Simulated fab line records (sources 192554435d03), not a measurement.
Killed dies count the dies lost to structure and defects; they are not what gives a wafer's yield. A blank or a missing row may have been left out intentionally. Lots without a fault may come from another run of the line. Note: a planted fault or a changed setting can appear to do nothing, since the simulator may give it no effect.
fab line records | flow n5Finfet
[record] lots = 5 wafers = 13 lastDay = 17
route steps=1938 shown MOL_CONTACT_COAG@629 BEOL_M0_SAQP@632 BEOL_M4@1111
lots that met no fault: taken from a fault-free run of the same line
startH: the number of hours between the record's first day and the start of the first shown wafer of the lot | waitH: how many hours have passed since the lot's step before this one | " unchanged from the row above | L1.1+2: several wafers, shown together as one row | - no value present, or no start provided | * or withheld: withheld | < > ~ a bound
route shown NAME@n: NAME is a module with steps in the file, n the number in the route of the first one | usual: mean/standard deviation taken from wafers without a fault | same: alike in all rows | chamber/n: place in a boat | sites: per-site readings | _std_site: the standard deviation of these | _edge_site: inner sites' mean taken away from outer sites' mean | radiusMm: how far each site lies from the wafer's centre | mask NAME#n: copy n | behind: tool/chamber where the wafer was last shaped | hold: reason for holding the lot/hours on hold/outcome of the hold | device: which transistor (n, p or np) failed to switch | end of line: the tests these same wafers got at the end of their route | for a step that has no rows: nothing shown but its recipe | killed: dies that structure and defects cost at the first sort, which is not the same as the wafer's yield | map: a wafer's dies, x killed, . not, _ none there
set.NAME: the setting as run; set.NAME@STEP: as run at that earlier step | model.NAME: the simulator's own value behind a step, which no gauge read
lots at selected steps of the route; one table per step, one row per wafer
services: from which hour (startH, from the record's first day; less than 0 if before it) a tool's chamber was out of use, for how many hours, and why
[[steps]]
[step N5_MOL_CONTACT_COAG_ANNEAL_112]
[recipe] tempC = 400 timeS = 1800 ambient = HPD2 pressureAtm = 10
[step N5_BEOL_M0_SAQP_PECVD_00]
[recipe] material = SiCN targetThkA = 80 tempC = withheld precursor = 3MS/NH3 pressureTorr = 3 rfW = 202 timeS = 14
[step N5_BEOL_M0_SAQP_ILD_DEP_01]
[recipe] material = SiOC targetThkA = 454.19 tempC = 350 precursor = DEMS/O2 pressureTorr = 5 rfW = 500 timeS = 8.7
[step N5_BEOL_M0_SAQP_HM_DEP_02]
[recipe] material = TiN targetThkA = 120 tempC = 25 chamberPressurePa = 0.49996
[step N5_BEOL_M0_SAQP_PECVD_03]
[recipe] material = SiCN targetThkA = 120 tempC = withheld precursor = 3MS/NH3 pressureTorr = 3 rfW = 202 timeS = 21.1
[step N5_BEOL_M0_SAQP_PECVD_96]
[recipe] material = a-Si targetThkA = 450 tempC = 350 precursor = SiH4/He pressureTorr = 3 rfW = 100 timeS = 45.2
[step N5_BEOL_M0_SAQP_PECVD_97]
[recipe] material = SiNx targetThkA = 230 tempC = 350 precursor = SiH4/NH3/N2 pressureTorr = 1.5 rfW = 300 timeS = 19.9
[step N5_BEOL_M0_SAQP_PECVD_04]
[recipe] material = a-Si targetThkA = 600 tempC = 350 precursor = SiH4/He pressureTorr = 3 rfW = 100 timeS = 60.2
[step N5_BEOL_M0_SAQP_HM_DEP_111]
[recipe] material = SiO2 targetThkA = 120 tempC = 400 precursor = SiH4/N2O pressureTorr = 0.75 rfW = 275 timeS = 7.2
[usual] heaterPowerW = 803/82 showerheadPlenumPTorr = 8.15/0.22
// columns lot.wafer tool chamber startH waitH heaterPowerW showerheadPlenumPTorr model.SiO2_of_BEOL_M0_SAQP_HM_DEP_111.thkNm
L745.1 pecvd-04 1 115.02 0.0 914 8.13 12
L745.2 " 2 " " 770 8.40 12
L745.6 " 1 " " 912 8.14 12.2
L755.2 pecvd-04 2 183.30 0.0 764 8.41 13.4
L755.6 " 0 " " 757 8.17 12.2
L759.2 pecvd-04 1 201.16 0.0 866 8.12 13.4
L759.5 " 2 " " 803 8.41 12.2
L759.6 " 1 " " 848 8.13 12
L760.3 pecvd-04 0 203.42 0.1 746 8.16 12.2
L760.4 " 1 " " 881 8.13 13.8
L767.1 pecvd-03 1 247.43 0.0 644 7.98 12
L767.2 " 2 " " 833 8.20 11.8
L767.3 " 0 " " 909 8.36 12
[step N5_BEOL_M0_SAQP_COAT_81]
[recipe] resist = SOC tempC = 250 timeS = 60 spinRpm = 1500 resistThkNm = 100
[step N5_BEOL_M0_SAQP_COAT_82]
[recipe] resist = SiARC tempC = 220 timeS = 60 spinRpm = 1500 resistThkNm = 30
[step N5_BEOL_M0_SAQP_COAT_08]
[recipe] resist = CAR-ArF spinRpm = 1500 resistThkNm = 90
[step N5_BEOL_M0_SAQP_EBR_10]
[recipe] solvent = PGMEA ebrWidthMm = 1.5
[step N5_BEOL_M0_SAQP_SOFTBAKE_09]
[recipe] tempC = 110 timeS = 60 resist = CAR-ArF
[step N5_BEOL_M0_SAQP_EXPOSE_11]
[recipe] maskId = M0_CORE na = 1.35 sourceShape = dipole sigmaInner = 0.538 sigmaOuter = 0.738 polarization = te targetCdNm = 42 doseMj = 55
[step N5_BEOL_M0_SAQP_PEB_12]
[recipe] pebTempC = withheld pebTimeS = 60 resist = CAR-ArF
[step N5_BEOL_M0_SAQP_DEVELOP_13]
[recipe] developTimeS = 30 developer = TMAH resist = CAR-ArF devTempC = 23 rinseLiquid = diw dry = airSpin
[step N5_BEOL_M0_SAQP_DESCUM_19]
[recipe] chemistry = O2 timeS = 7.9 sourcePowerW = 50 biasPowerW = 20 pressureMtorr = 20 rfFrequencyHz = 2.712e+07 tempC = 40 resist = CAR-ArF o2FlowSccm = 225
[step N5_BEOL_M0_SAQP_ETCH_83]
[recipe] chemistry = CF4 target = SiARC targetDepthA = 390 maskMaterial = CAR-ArF timeS = 65 ionEnergyEv = 80 pressureMtorr = 40 sourceW = 545 biasW = 36 Ar_flow_sccm = 100 cf4FlowSccm = 100 ends = cleared
[step N5_BEOL_M0_SAQP_ETCH_84]
[recipe] chemistry = N2/H2 target = SOC targetDepthA = 1000 overetchA = 200 maskMaterial = SiARC tempC = 40 timeS = 150 ionEnergyEv = 200 pressureMtorr = 30 sourceW = 840 biasW = 150 n2FlowSccm = 200 h2FlowSccm = 200
[step N5_BEOL_M0_SAQP_STRIP_80]
[recipe] chemistry = N2/H2 tempC = 40 n2FlowSccm = 200 h2FlowSccm = 200 rfFrequencyHz = 6e+07
[step N5_BEOL_M0_SAQP_HM_OPEN_112]
[recipe] chemistry = CHF3/O2 target = SiO2 stopOn = a-Si targetDepthA = 120 overEtchFrac = 1.25 maskMaterial = SOC timeS = 13.5 pressureMtorr = 30 sourceW = 650 biasW = 170 Ar_flow_sccm = 200 CHF3_flow_sccm = 50 O2_flow_sccm = 5 ionEnergyEv = 200 ends = endPoint
[usual] drypumpMotorCurrentA = 5.82/0.27 oesProductAu = 0.51/0.053 rfVppV = 526/4 showerheadPlenumPTorr = 2.42/0.073 throttleValvePct = 18.9/0.3
// columns lot.wafer tool chamber startH waitH drypumpMotorCurrentA oesProductAu rfHoursCounterH rfVppV showerheadPlenumPTorr throttleValvePct model.etch.depthNm
L745.1 rieDiel-02 1 115.90 0.0 5.89 0.48 188 528 2.39 19.1 12.08
L745.2 " 0 " " 6.10 0.51 140 526 2.42 19.0 12.03
L745.6 " 0 " " 6.09 0.52 - 524 2.42 19.0 12.13
L755.2 rieDiel-04 1 184.15 0.0 6.28 0.64 20 526 2.56 18.9 13.48
L755.6 " 3 " " 5.45 0.48 - 519 2.39 19.1 12.21
L759.2 rieDiel-04 0 201.89 0.0 5.85 0.52 157 526 2.49 19.2 13.45
L759.5 " 3 " " 5.47 0.47 - 521 2.39 19.1 12.2
L759.6 " 2 " " 5.82 0.58 - 528 2.36 18.2 11.97
L760.3 rieDiel-02 1 204.14 0.0 5.88 0.46 216 528 2.38 19.2 12.16
L760.4 " 3 " " 5.58 0.47 246 519 2.47 19.0 13.74
L767.1 rieDiel-02 1 248.16 0.0 5.89 0.46 231 527 2.38 19.2 11.9
L767.2 " 3 " " 5.60 0.65 1 521 2.46 18.6 11.8
L767.3 " 0 " " 6.08 0.49 180 524 2.40 19.1 11.97
[step N5_BEOL_M0_SAQP_STRIP_113]
[recipe] chemistry = CHF3/O2 resist = SiARC rfFrequencyHz = 6e+07
[step N5_BEOL_M0_SAQP_MANDREL_ETCH_20]
[recipe] targetDepthA = 600 chemistry = HBr/Cl2 target = a-Si stopOn = SiNx btTimeS = 10 maskMaterial = SOC overEtchFrac = 0.5 timeS = 30 pressureMtorr = 10 icpW = 800 biasW = 75 HBr_flow_sccm = 150 Cl2_flow_sccm = 80 ends = endPoint
[step N5_BEOL_M0_SAQP_STRIP_86]
[recipe] chemistry = N2/H2 powerW = 500 tempC = 40 pressureMtorr = 50 rfFrequencyHz = 6e+07 overashFraction = 0.3 biasPowerW = 28 h2Frac = 0.5 n2FlowSccm = 300 h2FlowSccm = 300
[step N5_BEOL_M0_SAQP_STRIP_115]
[recipe] chemistry = postEtchResidueRemover timeS = 60 tempC = 25 removerPh = withheld removerWaterWtPct = withheld removerFluorideWtPct = withheld
// columns lot.wafer tool chamber startH waitH model.SiO2_of_BEOL_M0_SAQP_HM_DEP_111.thkNm
L745.1+2+6 wetBench-06 6,2,1 116.15 - 12
L755.2 wetBench-05 2 184.40 - 13.4
L755.6 " 7 " " 12.2
L759.2 wetBench-01 6 202.14 - 13.4
L759.5 " 0 " " 12.2
L759.6 " 2 " " 11.8
L760.3 wetBench-01 7 204.40 - 12
L760.4 " 1 " " 13.6
L767.1+3 wetBench-01 4,2 248.41 - 11.8
L767.2 " 5 " " 11.6
[step N5_BEOL_M0_SAQP_SRD_93]
[recipe] dry = ipaMarangoni timeS = 30 tempC = 23 rinseLiquid = diw
[step N5_BEOL_M4_RC_MEAS_101]
[usual] DIBL_N = 36.3/1.4 DIBL_P = 35.7/1.5 IOFF_N = 0.155/0.022 IOFF_P = 0.204/0.027 ION_N = 671/9 ION_P = 459/6.2 SS_N = 71.5/0.54 SS_P = 73.1/0.56 VT_N = 250.2/2.6 VT_P = -251/3.3
// columns lot.wafer tool chamber startH waitH DIBL_N[mV/V] DIBL_P[mV/V] IOFF_N[nA/um] IOFF_P[nA/um] ION_N[uA/um] ION_P[uA/um] SS_N[mV/dec] SS_P[mV/dec] VT_N[mV] VT_P[mV]
L745.1 prober-02 0 183.52 0.0 37.0 36.4 0.153 0.230 671 462 71.2 72.9 250.3 -247
L745.2 " 0 " " 36.1 35.1 0.138 0.201 671 465 70.6 72.8 251.6 -249
L745.6 " 0 " " 38.9 39.0 0.192 0.270 683 470 71.5 73.6 246.1 -244
L755.2 prober-01 0 240.17 0.2 37.0 37.1 0.170 0.207 688 461 71.7 73.7 252.4 -252
L755.6 " 0 " " 35.8 35.1 0.141 0.172 655 449 71.4 72.9 253.1 -254
L759.2 prober-02 0 255.85 0.2 38.9 37.2 0.175 0.230 674 462 72.1 74.7 249.2 -250
L759.5 " 0 " " 39.8 37.9 0.190 0.230 685 461 72.6 74.5 246.0 -248
L759.6 " 0 " " 38.5 36.8 0.157 0.217 666 462 71.8 73.4 250.3 -250
L760.3 prober-01 0 263.09 0.3 34.6 35.8 0.139 0.181 671 459 71.3 72.4 251.3 -250
L760.4 " 0 " " 34.4 35.0 0.131 0.177 652 449 72.1 73.0 255.6 -253
L767.1 prober-01 0 307.18 0.0 36.2 35.0 0.150 0.181 667 449 71.7 72.0 252.0 -255
L767.2 " 0 " " 36.1 34.8 0.150 0.182 665 453 71.3 72.3 251.1 -255
L767.3 " 0 " " 35.6 35.9 0.145 0.186 670 461 71.3 72.7 251.7 -253
[[services]]
// columns tool chamber startH hours kind
rieDiel-04 1 100.17 - clean
rieDiel-04 1 100.17 - consumableReplace:focusRing
rieDiel-04 1 100.17 - consumableReplace:showerhead
pecvd-03 - 114.44 4.8 repair
pecvd-04 1 121.17 5.5 scheduledDown
pecvd-03 - 123.28 1.4 repair
rieDiel-04 3 137.47 4.1 repair
pecvd-04 - 143.93 0.3 repair
rieDiel-04 2 146.42 8.2 repair
pecvd-04 2 148.56 7.2 repair
rieDiel-04 - 173.81 2.7 repair
pecvd-03 0 176.21 9.7 repair
wetBench-06 - 201.43 3.9 repair
pecvd-04 2 202.38 - clean
pecvd-04 2 202.38 - consumableReplace:showerhead
pecvd-04 2 202.38 29.0 scheduledDown
pecvd-04 2 202.38 29.0 ventCycle
rieDiel-02 3 220.00 - clean
rieDiel-02 3 220.00 - consumableReplace:focusRing
rieDiel-02 3 220.00 18.5 scheduledDown
rieDiel-02 3 220.00 18.5 ventCycle
pecvd-03 1 232.91 4.1 repair
rieDiel-02 3 240.04 7.0 repair
pecvd-04 1 243.10 2.1 scheduledDown
[[key]]
firstSign none at tools or gauges
[modelEffect] step = N5_BEOL_M0_SAQP_HM_DEP_111 value = SiO2_of_BEOL_M0_SAQP_HM_DEP_111.thkNm without = 12.07 struck = 13.53
[modelEffect] step = N5_BEOL_M0_SAQP_HM_OPEN_112 value = etch.depthNm without = 12.03 struck = 13.55
[modelEffect] step = N5_BEOL_M0_SAQP_STRIP_115 value = SiO2_of_BEOL_M0_SAQP_HM_DEP_111.thkNm without = 11.87 struck = 13.47
metAt N5_BEOL_M0_SAQP_HM_DEP_111
struckWafers L755.2,L759.2,L760.4
onsetBetween 115.02 183.30
[fault] kind = processParameterDrift tool = pecvd-04 chamber = - onsetH = 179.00 steps = N5_BEOL_M0_SAQP_HM_DEP_111 channel = timeS offset = * shape = step endH = 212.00 scope = struckWafersOnly actsIn = * stated = *
